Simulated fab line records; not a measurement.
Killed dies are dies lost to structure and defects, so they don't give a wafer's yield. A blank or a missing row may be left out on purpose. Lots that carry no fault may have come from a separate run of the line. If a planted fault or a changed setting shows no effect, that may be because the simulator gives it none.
Split-lot trial || flow n5 finfet || 7 lots, 21 wafers read, on a route of 1938 steps

THE SPLIT ITSELF
At N5_BEOL_M5_EXPOSE_25 (exposes mask V4, defocus 10 nm), the setting dose mj was moved away from the recipe's 52.75 on 12 of the 21 wafers read, by -6.5% to +5.6%. This setting was run at the recipe's value on the other wafers.

FROM THE SPLIT TO THE READING: what the file shows between them, 2 steps
- N5_BEOL_M5_PEB_26: peb time 60 s
- N5_BEOL_M5_DEVELOP_27: develop time 30 s

THE READING
cd nm, in nm, at N5_BEOL_M5_CD_MEAS_28 (target cd 30.6 nm, target cd y 20 nm). A value of 30.60 nm with a standard deviation of 0.23 nm is what fault-free wafers of this fab line usually give.

{"wafer": "L083.3", "tool, chamber at the split": "euv scanner-01, 0", "dose mj as run": 52.75, "against the recipe": "recipe", "cd nm, nm": 30.85, "against lot-mates on the recipe": "-"}
{"wafer": "L083.4", "tool, chamber at the split": "euv scanner-01, 0", "dose mj as run": 52.75, "against the recipe": "recipe", "cd nm, nm": 30.70, "against lot-mates on the recipe": "-"}
{"wafer": "L083.5", "tool, chamber at the split": "euv scanner-01, 0", "dose mj as run": 52.75, "against the recipe": "recipe", "cd nm, nm": 30.52, "against lot-mates on the recipe": "-"}
{"wafer": "L086.1", "tool, chamber at the split": "euv scanner-01, 0", "dose mj as run": 50.17, "against the recipe": "-4.9%", "cd nm, nm": 29.40, "against lot-mates on the recipe": -1.54}
{"wafer": "L086.2", "tool, chamber at the split": "euv scanner-01, 0", "dose mj as run": 50.17, "against the recipe": "-4.9%", "cd nm, nm": 29.43, "against lot-mates on the recipe": -1.51}
{"wafer": "L086.5", "tool, chamber at the split": "euv scanner-01, 0", "dose mj as run": 52.75, "against the recipe": "recipe", "cd nm, nm": 30.94, "against lot-mates on the recipe": "-"}
{"wafer": "L087.1", "tool, chamber at the split": "euv scanner-02, 0", "dose mj as run": 51.75, "against the recipe": "-1.9%", "cd nm, nm": 30.28, "against lot-mates on the recipe": "no lot-mate on the recipe"}
{"wafer": "L087.2", "tool, chamber at the split": "euv scanner-02, 0", "dose mj as run": 51.75, "against the recipe": "-1.9%", "cd nm, nm": 30.34, "against lot-mates on the recipe": "no lot-mate on the recipe"}
{"wafer": "L087.6", "tool, chamber at the split": "euv scanner-02, 0", "dose mj as run": 51.75, "against the recipe": "-1.9%", "cd nm, nm": 30.14, "against lot-mates on the recipe": "no lot-mate on the recipe"}
{"wafer": "L090.2", "tool, chamber at the split": "euv scanner-02, 0", "dose mj as run": 55.71, "against the recipe": "+5.6%", "cd nm, nm": 32.36, "against lot-mates on the recipe": "+1.55"}
{"wafer": "L090.3", "tool, chamber at the split": "euv scanner-02, 0", "dose mj as run": 55.71, "against the recipe": "+5.6%", "cd nm, nm": 31.60, "against lot-mates on the recipe": "+0.79"}
{"wafer": "L090.6", "tool, chamber at the split": "euv scanner-02, 0", "dose mj as run": 52.75, "against the recipe": "recipe", "cd nm, nm": 30.81, "against lot-mates on the recipe": "-"}
{"wafer": "L089.3", "tool, chamber at the split": "euv scanner-01, 0", "dose mj as run": 49.33, "against the recipe": "-6.5%", "cd nm, nm": 28.67, "against lot-mates on the recipe": -1.87}
{"wafer": "L089.5", "tool, chamber at the split": "euv scanner-01, 0", "dose mj as run": 49.33, "against the recipe": "-6.5%", "cd nm, nm": 28.98, "against lot-mates on the recipe": -1.56}
{"wafer": "L089.6", "tool, chamber at the split": "euv scanner-01, 0", "dose mj as run": 52.75, "against the recipe": "recipe", "cd nm, nm": 30.54, "against lot-mates on the recipe": "-"}
{"wafer": "L092.1", "tool, chamber at the split": "euv scanner-02, 0", "dose mj as run": 54.09, "against the recipe": "+2.5%", "cd nm, nm": 31.50, "against lot-mates on the recipe": "+0.68"}
{"wafer": "L092.2", "tool, chamber at the split": "euv scanner-02, 0", "dose mj as run": 54.09, "against the recipe": "+2.5%", "cd nm, nm": 31.00, "against lot-mates on the recipe": "+0.18"}
{"wafer": "L092.5", "tool, chamber at the split": "euv scanner-02, 0", "dose mj as run": 52.75, "against the recipe": "recipe", "cd nm, nm": 30.82, "against lot-mates on the recipe": "-"}
{"wafer": "L096.1", "tool, chamber at the split": "euv scanner-01, 0", "dose mj as run": 52.75, "against the recipe": "recipe", "cd nm, nm": 30.78, "against lot-mates on the recipe": "-"}
{"wafer": "L096.3", "tool, chamber at the split": "euv scanner-01, 0", "dose mj as run": 49.97, "against the recipe": "-5.3%", "cd nm, nm": 29.56, "against lot-mates on the recipe": -1.14}
{"wafer": "L096.5", "tool, chamber at the split": "euv scanner-01, 0", "dose mj as run": 52.75, "against the recipe": "recipe", "cd nm, nm": 30.63, "against lot-mates on the recipe": "-"}

FIT RESULTS
A straight line over all 21 wafers: cd nm changes by +0.253 nm for each +1% of dose mj; r = +0.97; the points scatter about the line by 0.21 nm.
The same after taking each lot's own level away (the mean of its wafers on the recipe; 18 wafers): +0.244 nm for each +1%; r = +0.97; scatter 0.23 nm.
Per that fit: largest dose mj move, reading shift of 1.6 nm.
Across the lots, their own levels run from 30.540 to 30.940 nm, a range of 1.7 times the standard deviation given above.
So the lot-to-lot level changes the slope little: the two slopes agree.
Check: for one of the wafers moved furthest among these (-6.5%), held out of the fit, the line's prediction against its lot-mates is -1.62 nm. Against them it came out at -1.87 nm.

ADDITIONAL SPLITS CARRIED BY THESE WAFERS
Note: prior to the reading, these wafers also went through further splits. Each is held against what the fit with the lots' levels taken away leaves over:
{"other split on the same wafers": "N5_BEOL_M4_COAT_62 spin rpm", "wafers away from the commonest value": 6, "r with cd nm (lot level and that fit taken away)": "+0.38"}
{"other split on the same wafers": "N5_BEOL_M5_COAT_22 spin rpm", "wafers away from the commonest value": 6, "r with cd nm (lot level and that fit taken away)": "+0.34"}

THE WHOLE CHAIN: every reading that the file lists as answering this split, in the file's order
{"step": "N5_BEOL_M5_CD_MEAS_28", "what it does": "target cd 30.6 nm, target cd y 20 nm", "reading": "cd nm", "change (the file's fit)": "+0.245 nm for each +1% of the setting", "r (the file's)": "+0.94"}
{"step": "N5_BEOL_M5_ETCH_75", "what it does": "etches underlayer in N2/H2, target depth 6.5 nm, time 5.2 s", "reading": "BEOL_M5.cd nm (the simulator's own value, which no gauge read)", "change (the file's fit)": "+0.228 nm for each +1% of the setting", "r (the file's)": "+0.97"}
{"step": "N5_BEOL_M5_ETCH_68", "what it does": "etches SOC in N2/H2, target depth 80 nm, overetch 16 nm, time 120 s", "reading": "BEOL_M5.cd nm (the simulator's own value, which no gauge read)", "change (the file's fit)": "+0.223 nm for each +1% of the setting", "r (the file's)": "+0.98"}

FILE'S OWN FIT
cd nm changes by +0.245 nm for each +1% of dose mj, r = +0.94.
